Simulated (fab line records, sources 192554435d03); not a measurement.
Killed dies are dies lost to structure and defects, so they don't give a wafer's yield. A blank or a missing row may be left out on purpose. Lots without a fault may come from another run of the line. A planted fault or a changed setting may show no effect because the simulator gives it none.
Which tool did it? | flow n5_finfet | 24 lots, 72 wafers sampled, at 2 steps of a route of 1938

WHAT THE GAUGES READ, wafer by wafer
N5_BEOL_M15_OVL_MEAS_11. Usual: V14_OVL -2 nm, standard deviation 6.7.
lot  | measured     | on         | V14_OVL (nm) | flag
L074 | day 13 03:22 | overlay-02 | -4 6 -4      |
L075 | day 13 07:19 | overlay-01 | -4 -10 -4    |
L076 | day 13 09:56 | overlay-02 | -5 0 4       |
L079 | day 13 10:39 | overlay-02 | 3 4 6        |
L082 | day 13 21:56 | overlay-02 | -12 -2 -10   |
L077 | day 13 23:00 | overlay-01 | -15 -22 -14  |
L081 | day 14 01:41 | overlay-02 | -6 -12 3     |
L080 | day 14 13:01 | overlay-02 | -9 -11 -1    |
L078 | day 14 16:59 | overlay-01 | 0 -7 -8      |
L084 | day 15 01:02 | overlay-02 | -6 -4 -6     |
L083 | day 15 06:40 | overlay-01 | -6 -4 -8     |
L086 | day 15 09:01 | overlay-01 | 2 -6 7       |
L085 | day 15 10:28 | overlay-01 | -10 0 4      |
L089 | day 16 05:05 | overlay-02 | -14 -6 -3    |
L088 | day 16 05:56 | overlay-02 | 8 5 6        |
L087 | day 16 08:23 | overlay-01 | -1 -8 4      |
L090 | day 16 15:52 | overlay-01 | 11 0 -9      |
L091 | day 17 01:19 | overlay-02 | 17 5 9       |
L092 | day 17 01:20 | overlay-01 | -4 -1 -2     |
L094 | day 17 02:02 | overlay-01 | 0 7 6        |
L093 | day 17 04:23 | overlay-02 | -4 0 -6      |
L095 | day 17 17:16 | overlay-01 | -9 0 -9      |
L096 | day 18 04:07 | overlay-02 | 3 -2 4       |
L097 | day 18 05:34 | overlay-01 | 6 3 6        |

WHICH TOOL RAN EACH LOT (tool, then ch and the chambers of the sampled wafers, then the start)
lot  | N5_BEOL_M14_DEGAS_41
L074 | pvd_sputter-01, day 13 01:20
L075 | pvd_sputter-01, day 13 05:05
L076 | pvd_sputter-02, day 13 07:53
L079 | pvd_sputter-01, day 13 08:28
L082 | pvd_sputter-03, day 13 19:51
L077 | pvd_sputter-03, day 13 20:56
L081 | pvd_sputter-03, day 13 23:40
L080 | pvd_sputter-03, day 14 11:06
L078 | pvd_sputter-01, day 14 14:46
L084 | pvd_sputter-02, day 14 22:59
L083 | pvd_sputter-02, day 15 04:01
L086 | pvd_sputter-03, day 15 06:58
L085 | pvd_sputter-01, day 15 08:32
L089 | pvd_sputter-02, day 16 03:03
L088 | pvd_sputter-02, day 16 03:53
L087 | pvd_sputter-02, day 16 06:26
L090 | pvd_sputter-01, day 16 13:57
L091 | pvd_sputter-03, day 16 23:18
L092 | pvd_sputter-02, day 16 23:20
L094 | pvd_sputter-03, day 16 23:44
L093 | pvd_sputter-01, day 17 02:27
L095 | pvd_sputter-02, day 17 15:11
L096 | pvd_sputter-01, day 18 01:59
L097 | pvd_sputter-03, day 18 03:31
- N5_BEOL_M14_DEGAS_41: time 60 s.

WHAT THE TOOLS THEMSELVES READ (means of the sampled wafers that have a number; where no wafer has one, the mark that the record gives instead)
N5_BEOL_M14_DEGAS_41. Usual: heater_power_w 463 W, standard deviation 47.
lot  | tool           | heater_power_w (W) | flag
L074 | pvd_sputter-01 | 389                |
L075 | pvd_sputter-01 | 469                |
L076 | pvd_sputter-02 | 453                |
L079 | pvd_sputter-01 | 438                |
L082 | pvd_sputter-03 | 467                |
L077 | pvd_sputter-03 | 512                |
L081 | pvd_sputter-03 | 502                |
L080 | pvd_sputter-03 | 481                |
L078 | pvd_sputter-01 | 420                |
L084 | pvd_sputter-02 | 467                |
L083 | pvd_sputter-02 | 438                |
L086 | pvd_sputter-03 | 495                |
L085 | pvd_sputter-01 | 424                |
L089 | pvd_sputter-02 | 442                |
L088 | pvd_sputter-02 | 454                |
L087 | pvd_sputter-02 | 443                |
L090 | pvd_sputter-01 | 509                |
L091 | pvd_sputter-03 | 501                |
L092 | pvd_sputter-02 | 448                |
L094 | pvd_sputter-03 | 486                |
L093 | pvd_sputter-01 | 471                |
L095 | pvd_sputter-02 | 456                |
L096 | pvd_sputter-01 | 447                |
L097 | pvd_sputter-03 | 475                |

THE ANSWER, worked out from the rows above alone
Rule: a lot is off if the mean of its wafers that have a number lies more than 3 standard deviations from the usual mean. A lot without any number at a reading at which 4 lots or more have one is off too. The other lots that the step has rows for count as sound. The gauges are gone through in route order, then the tools' own readings, and for those a lot's mean is taken as printed above. The first step at which some lot is off is used, and at that step the reading that is off furthest; a lot without a number counts as furthest.
No lot is off at any reading shown: from this, nothing can be told.

WHAT THE SIMULATOR HAD PUT IN
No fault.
